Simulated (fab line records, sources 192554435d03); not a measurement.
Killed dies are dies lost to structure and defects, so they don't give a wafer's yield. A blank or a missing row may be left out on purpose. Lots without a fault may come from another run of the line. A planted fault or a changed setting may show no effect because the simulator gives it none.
Chamber matching | flow n5_finfet | N5_BEOL_M0_SAQP_HM_OPEN_112 on rie_diel-01: 4 sister chambers
The step chemistry CHF3/O2, target SiO2, stops on a-Si, target depth 12 nm, time 13.5 s. 20 wafers are shown with their chamber, then 10 later ones without.

WAFERS WITH THEIR CHAMBER
wafer  | chamber | showerhead_plenum_p_Torr (Torr) | drypump_motor_current_A (A) | throttle_valve_pct (%)
L074.2 | 1       | 2.43                            | 5.7                         | 18.73
L074.3 | 0       | 2.56                            | 5.7                         | 18.89
L074.4 | 2       | 2.34                            | 4.9                         | 18.49
L075.1 | 3       | 2.46                            | 5.5                         | 18.72
L075.4 | 1       | 2.43                            | 5.7                         | 18.73
L075.5 | 3       | 2.46                            | 5.5                         | 18.71
L076.3 | 3       | 2.46                            | 5.6                         | 18.72
L076.5 | 0       | 2.56                            | 5.8                         | 18.88
L076.6 | 1       | 2.43                            | 5.7                         | 18.74
L078.1 | 1       | 2.43                            | 5.7                         | 18.73
L078.4 | 2       | 2.34                            | 4.9                         | 18.50
L078.5 | 3       | 2.46                            | 5.5                         | 18.73
L081.3 | 0       | 2.55                            | 5.8                         | 18.91
L081.5 | 1       | 2.42                            | 5.7                         | 18.74
L081.6 | 2       | 2.34                            | 4.9                         | 18.50
L083.1 | 0       | 2.55                            | 5.8                         | 18.91
L083.4 | 2       | 2.34                            | 4.8                         | 18.50
L083.5 | 1       | 2.42                            | 5.7                         | 18.75
L089.1 | 2       | 2.33                            | 4.9                         | 18.54
L089.4 | 1       | 2.42                            | 5.7                         | 18.77

SIGNATURES (means of the wafers above)
reading                  | chamber 0 | chamber 1 | chamber 2 | chamber 3 | scatter within a chamber
showerhead_plenum_p_Torr | 2.5550    | 2.4257    | 2.3380    | 2.4600    | 0.00469
drypump_motor_current_A  | 5.775     | 5.700     | 4.880     | 5.525     | 0.0379
throttle_valve_pct       | 18.8975   | 18.7414   | 18.5060   | 18.7200   | 0.0152
Rule: a wafer's distance from a chamber is the root of the sum, over the readings, of the square of ((its reading less the chamber's mean) divided by the reading's scatter). The wafer belongs to the nearest chamber; if the next one is less than 2 further off, it can't be placed. The scatter: the root of (the sum of the squares of (reading less its chamber's mean) over the shown wafers, divided by (wafers less chambers)).

WAFERS WITHOUT THEIR CHAMBER
wafer  | showerhead_plenum_p_Torr (Torr) | drypump_motor_current_A (A) | throttle_valve_pct (%)
L089.6 | 2.42                            | 5.7                         | 18.77
L091.1 | 2.46                            | 5.5                         | 18.74
L091.2 | 2.42                            | 5.7                         | 18.76
L091.3 | 2.33                            | 4.8                         | 18.54
L093.1 | 2.33                            | 4.8                         | 18.53
L093.5 | 2.33                            | 4.9                         | 18.54
L093.6 | 2.45                            | 5.5                         | 18.76
L095.2 | 2.33                            | 4.9                         | 18.55
L095.4 | 2.41                            | 5.7                         | 18.79
L095.5 | 2.41                            | 5.7                         | 18.78

WHICH CHAMBER EACH WENT THROUGH
wafer  | from the rows above | in truth
L089.6 | 1                   | 1
L091.1 | 3                   | 3
L091.2 | 1                   | 1
L091.3 | 2                   | 2
L093.1 | 2                   | 2
L093.5 | 2                   | 2
L093.6 | 3                   | 3
L095.2 | 2                   | 2
L095.4 | 1                   | 1
L095.5 | 1                   | 1
Placed correctly: 10 of 10. Can't be placed from these rows: 0. Placed wrongly: 0.
